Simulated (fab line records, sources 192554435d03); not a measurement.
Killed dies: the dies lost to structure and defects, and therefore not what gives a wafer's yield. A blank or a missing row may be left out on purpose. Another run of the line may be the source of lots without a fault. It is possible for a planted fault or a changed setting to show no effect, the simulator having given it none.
Struck lot and sound lot, side by side	flow n5 finfet	16 out of 1938 route steps
Sound: wafers L602.2, L602.4, L602.5. Struck: wafer L613.2 (L613.1, L613.4, from the same lot, were not struck and are left out); the cause is given at the end.
Per side, at each step with rows, come the tool, then ch with its chambers, and then its first start. Under that, the readings that differ: sound wafers	struck wafers	difference of the means	sigmas: that difference in standard deviations of wafers without a fault.
alike: words and numbers the same on both sides, and readings whose means are apart by under 2 such deviations; not compared: readings that were withheld, readings missing a value for some wafer, numbers with overlapping values and no deviation given by the record, and bounds like >300 which may hide the same value.
A row with sigmas, a row that says differs or no value, or rows on one side alone: a step with any of these is where the two part. Non-overlapping numbers with no deviation appear without sigmas and do not part them. A reading missing from all wafers of one side parts the sides only when that side holds two or more wafers.

first, 5 steps without rows for these wafers: N5_SD_EPI_P_EBR_05; N5_SD_EPI_P_SOFTBAKE_04 (time 60 s); N5_SD_EPI_P_EXPOSE_06 (exposes mask SD P BLK, target cd 240 nm); N5_SD_EPI_P_PEB_07 (peb time 60 s); N5_SD_EPI_P_DEVELOP_08 (develop time 30 s).
N5_SD_EPI_P_CD_MEAS_09: target cd 240 nm.
  sound on cd sem-03 ch 0, day 4 16:57; struck on cd sem-02 ch 0, day 7 14:05
  alike: cd nm
N5_SD_EPI_P_OVL_MEAS_10:
  sound on overlay-01 ch 0, day 4 16:59; struck on overlay-02 ch 0, day 7 14:07
  alike: SD_P_BLK_OVL
N5_SD_EPI_P_INSPECT_11: inspects for defects (macro).
  sound on defect inspect-02, day 4 17:01; struck on defect inspect-02, day 7 14:08
  alike: raw defect count
N5_SD_EPI_P_DESCUM_14: chemistry O2, time 7.9 s.
  sound on rie diel-04 ch 0,1,3, day 4 17:02; struck on rie diel-02 ch 3, day 7 14:15
reading	sound	struck	difference	sigmas
bias power w (W)	20.07 20.13 19.90	19.86	-0.17	-3
  alike: drypump motor current A, oes product au, rf vpp V, showerhead plenum p Torr, throttle valve pct
  not compared: rf hours counter h
N5_SD_EPI_P_ETCH_36: etches SiARC in CF4, target depth 45.5 nm, time 75.8 s.
  sound on rie diel-04 ch 0,1,3, day 4 17:04; struck on rie diel-02 ch 3, day 7 14:17
  alike: drypump motor current A, etch rf on time s, oes product au, rf vpp V, showerhead plenum p Torr, throttle valve pct
  not compared: rf hours counter h
N5_SD_EPI_P_ETCH_37: etches SOC in N2/H2, overetch 108 nm, time 486 s.
  sound on rie diel-04 ch 0,1,3, day 4 17:08; struck on rie diel-02 ch 3, day 7 14:20
  alike: drypump motor current A, h2 flow sccm, oes product au, rf vpp V, showerhead plenum p Torr, throttle valve pct
  not compared: rf hours counter h
then, 1 step without rows for these wafers: N5_SD_EPI_P_STRIP_38 (strips in N2/H2).
N5_SD_EPI_P_ETCHBACK_46: etches SiNx in CH3F/O2, stops on SiO2, target depth 17.5 nm.
  sound on rie diel-04 ch 0,1,3, day 4 17:28; struck on rie diel-02 ch 3, day 7 14:40
reading	sound	struck	difference	sigmas
over etch frac	0.3 0.3 0.3	0.29491	-0.00509	
  alike: drypump motor current A, oes product au, rf vpp V, showerhead plenum p Torr, throttle valve pct
  not compared: rf hours counter h
N5_SD_EPI_P_ETCH_47: etches SiOCN in CH3F/O2, target depth 25 nm.
  sound on rie diel-04 ch 0,1,3, day 4 17:34; struck on rie diel-02 ch 3, day 7 14:46
  alike: drypump motor current A, oes product au, rf vpp V, showerhead plenum p Torr, throttle valve pct
  not compared: rf hours counter h
-- a jump in the record: the struck wafers' starts before and after are 5 days apart (it breaks off in module SD_EPI_P and resumes in module BEOL_M4, where the first step shown is number 1111 of the route) --
N5_BEOL_M4_RC_MEAS_101:
  sound on prober-02 ch 0, day 9 19:25; struck on prober-01 ch 0, day 12 21:42
reading	sound	struck	difference	sigmas
SS_P (mV/dec)	73.9 74.4 73.2	72.4	-1.4	-2
  alike: DIBL_N, DIBL_P, IOFF_N, IOFF_P, ION_N, ION_P, SS_N, VT_N, VT_P
-- a jump in the record: the struck wafers' starts before and after are 5 days apart (it breaks off in module BEOL_M4 and resumes in module PASSIVATION, where the first step shown is number 1936 of the route) --
N5_PASSIVATION_PROBE_49:
  sound on prober-02, day 14 15:57; struck on prober-02, day 17 10:19
reading	sound	struck	difference	sigmas
defect limited yield (%)	92.9 92.5 94.6	90.3	-3.0	-2
killed short	22 24 21	47	+25	+3
sort_bin_6_memory (%)	2.7 2.5 2.3	4.0	+1.5	+2
sort yield pct (%)	92.9 92.5 94.6	90.3	-3.0	-2
  alike: killed_at_M0_to_M3, killed_at_M4_up, killed at contacts, killed at front end, killed at other, killed dies, killed open, sort_bin_5_function, sort_bin_8_speed, sort n pass

## WHERE THEY PART
Last at N5_PASSIVATION_PROBE_49 as far as this record goes, first at N5_SD_EPI_P_DESCUM_14.

WHY: the cause the simulator had injected
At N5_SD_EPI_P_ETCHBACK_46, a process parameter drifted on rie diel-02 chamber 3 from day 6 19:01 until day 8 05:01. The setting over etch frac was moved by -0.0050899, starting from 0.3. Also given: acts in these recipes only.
